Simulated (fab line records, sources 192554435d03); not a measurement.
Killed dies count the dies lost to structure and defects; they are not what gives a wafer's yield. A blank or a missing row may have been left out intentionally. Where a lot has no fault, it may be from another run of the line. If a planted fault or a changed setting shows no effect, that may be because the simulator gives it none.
Chamber matching -- flow n5_finfet -- 3 sister chambers for N5_BEOL_M2_CMP_52 on cmp-03
The step polishes, stops on SiOC, t overpolish 6.8 s, target thk 40 nm. 3 wafers are shown with their chamber, then 6 later ones without.

WAFERS, EACH WITH ITS CHAMBER
wafer,chamber,motor_current_A (A)
L084.4,0,5.8
L084.6,1,6.9
L085.1,2,6.2

WAFERS WITH NO CHAMBER GIVEN
wafer,motor_current_A (A)
L085.4,6.9
L092.4,7.0
L092.6,6.0
L095.1,6.2
L095.2,5.6
L095.4,6.6

EACH ONE'S CHAMBER
wafer,from the rows above,in truth
L085.4,1,1
L092.4,1,1
L092.6,can't be placed: 0 or 2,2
L095.1,2,2
L095.2,0,0
L095.4,can't be placed: 1 or 2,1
Placed correctly: 4 of 6. Can't be placed from these rows: 2 (the true chamber is among the candidates in 2). Wrongly placed: 0.
How it was worked out, from the rows above alone: a wafer's distance from a chamber is the root of the sum, over the readings, of the square of ((its reading less the chamber's mean) divided by the reading's scatter). The wafer belongs to the nearest chamber; if the next one is less than 2 further off, it can't be placed. For every chamber, the mean is computed from those of its wafers that are shown. The scatter (one wafer shown for each chamber): square how far every hidden wafer sits from the nearest shown wafer, average those squares and take the square root.
